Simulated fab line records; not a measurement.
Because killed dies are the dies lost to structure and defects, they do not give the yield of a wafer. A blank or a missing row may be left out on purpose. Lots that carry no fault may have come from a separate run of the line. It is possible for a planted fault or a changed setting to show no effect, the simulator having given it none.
Chamber matching || flow n5_finfet || N5_SD_EPI_P_ETCH_36 on rie_diel-01: 4 sister chambers
The step etches SiARC in CF4, target depth 45.5 nm, time 75.8 s. 16 wafers are shown with their chamber, then 8 later ones without.

WAFERS WITH THEIR CHAMBER
{"wafer": "L074.2", "chamber": 0, "throttle_valve_pct (%)": 15.92, "showerhead_plenum_p_Torr (Torr)": 2.11, "drypump_motor_current_A (A)": 6.1}
{"wafer": "L074.3", "chamber": 3, "throttle_valve_pct (%)": 15.48, "showerhead_plenum_p_Torr (Torr)": 2.15, "drypump_motor_current_A (A)": 6.7}
{"wafer": "L074.4", "chamber": 1, "throttle_valve_pct (%)": 15.27, "showerhead_plenum_p_Torr (Torr)": 2.09, "drypump_motor_current_A (A)": 5.8}
{"wafer": "L077.1", "chamber": 0, "throttle_valve_pct (%)": 15.92, "showerhead_plenum_p_Torr (Torr)": 2.11, "drypump_motor_current_A (A)": 6.1}
{"wafer": "L077.4", "chamber": 3, "throttle_valve_pct (%)": 15.49, "showerhead_plenum_p_Torr (Torr)": 2.15, "drypump_motor_current_A (A)": 6.7}
{"wafer": "L077.6", "chamber": 0, "throttle_valve_pct (%)": 15.92, "showerhead_plenum_p_Torr (Torr)": 2.11, "drypump_motor_current_A (A)": 6.1}
{"wafer": "L081.2", "chamber": 3, "throttle_valve_pct (%)": 15.51, "showerhead_plenum_p_Torr (Torr)": 2.14, "drypump_motor_current_A (A)": 6.6}
{"wafer": "L081.4", "chamber": 1, "throttle_valve_pct (%)": 15.29, "showerhead_plenum_p_Torr (Torr)": 2.09, "drypump_motor_current_A (A)": 5.9}
{"wafer": "L081.5", "chamber": 0, "throttle_valve_pct (%)": 15.94, "showerhead_plenum_p_Torr (Torr)": 2.11, "drypump_motor_current_A (A)": 6.1}
{"wafer": "L085.1", "chamber": 3, "throttle_valve_pct (%)": 15.54, "showerhead_plenum_p_Torr (Torr)": 2.14, "drypump_motor_current_A (A)": 6.7}
{"wafer": "L085.3", "chamber": 1, "throttle_valve_pct (%)": 15.32, "showerhead_plenum_p_Torr (Torr)": 2.09, "drypump_motor_current_A (A)": 5.8}
{"wafer": "L085.5", "chamber": 2, "throttle_valve_pct (%)": 15.90, "showerhead_plenum_p_Torr (Torr)": 2.10, "drypump_motor_current_A (A)": 6.0}
{"wafer": "L088.1", "chamber": 2, "throttle_valve_pct (%)": 15.92, "showerhead_plenum_p_Torr (Torr)": 2.10, "drypump_motor_current_A (A)": 6.1}
{"wafer": "L088.4", "chamber": 1, "throttle_valve_pct (%)": 15.33, "showerhead_plenum_p_Torr (Torr)": 2.08, "drypump_motor_current_A (A)": 5.9}
{"wafer": "L088.5", "chamber": 3, "throttle_valve_pct (%)": 15.55, "showerhead_plenum_p_Torr (Torr)": 2.14, "drypump_motor_current_A (A)": 6.7}
{"wafer": "L087.1", "chamber": 2, "throttle_valve_pct (%)": 15.91, "showerhead_plenum_p_Torr (Torr)": 2.10, "drypump_motor_current_A (A)": 6.0}

SIGNATURES (averages over the wafers above)
{"reading": "throttle_valve_pct", "chamber 0": 15.9250, "chamber 1": 15.3025, "chamber 2": 15.9100, "chamber 3": 15.5140, "scatter within a chamber": 0.0233}
{"reading": "showerhead_plenum_p_Torr", "chamber 0": 2.1100, "chamber 1": 2.0875, "chamber 2": 2.1000, "chamber 3": 2.1440, "scatter within a chamber": 0.00403}
{"reading": "drypump_motor_current_A", "chamber 0": 6.100, "chamber 1": 5.850, "chamber 2": 6.033, "chamber 3": 6.680, "scatter within a chamber": 0.0453}
Rule: a wafer's distance from a chamber is the root of the sum, over the readings, of the square of ((its reading less the chamber's mean) divided by the reading's scatter). If the next closest chamber is less than 2 further off than the closest, the wafer can't be placed; otherwise it belongs to the closest. How the scatter is found: for the shown wafers, subtract from each reading the mean of its chamber, square and add these, divide the total by (wafers less chambers), then take the root.

WAFERS WITHOUT THEIR CHAMBER
{"wafer": "L087.3", "throttle_valve_pct (%)": 15.34, "showerhead_plenum_p_Torr (Torr)": 2.08, "drypump_motor_current_A (A)": 5.9}
{"wafer": "L087.4", "throttle_valve_pct (%)": 15.55, "showerhead_plenum_p_Torr (Torr)": 2.14, "drypump_motor_current_A (A)": 6.7}
{"wafer": "L094.1", "throttle_valve_pct (%)": 15.45, "showerhead_plenum_p_Torr (Torr)": 2.10, "drypump_motor_current_A (A)": 6.0}
{"wafer": "L094.2", "throttle_valve_pct (%)": 15.46, "showerhead_plenum_p_Torr (Torr)": 2.10, "drypump_motor_current_A (A)": 6.1}
{"wafer": "L094.4", "throttle_valve_pct (%)": 15.36, "showerhead_plenum_p_Torr (Torr)": 2.08, "drypump_motor_current_A (A)": 5.9}
{"wafer": "L095.2", "throttle_valve_pct (%)": 15.36, "showerhead_plenum_p_Torr (Torr)": 2.08, "drypump_motor_current_A (A)": 5.8}
{"wafer": "L095.3", "throttle_valve_pct (%)": 15.56, "showerhead_plenum_p_Torr (Torr)": 2.14, "drypump_motor_current_A (A)": 6.7}
{"wafer": "L095.4", "throttle_valve_pct (%)": 15.44, "showerhead_plenum_p_Torr (Torr)": 2.09, "drypump_motor_current_A (A)": 6.1}

EACH ONE'S CHAMBER
{"wafer": "L087.3", "from the rows above": 1, "in truth": 1}
{"wafer": "L087.4", "from the rows above": 3, "in truth": 3}
{"wafer": "L094.1", "from the rows above": 1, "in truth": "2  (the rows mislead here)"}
{"wafer": "L094.2", "from the rows above": 1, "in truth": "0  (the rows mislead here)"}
{"wafer": "L094.4", "from the rows above": 1, "in truth": 1}
{"wafer": "L095.2", "from the rows above": 1, "in truth": 1}
{"wafer": "L095.3", "from the rows above": 3, "in truth": 3}
{"wafer": "L095.4", "from the rows above": 1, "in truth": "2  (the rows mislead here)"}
5 of 8 placed correctly. From these rows, 0 cannot be placed. Wrongly placed: 3.
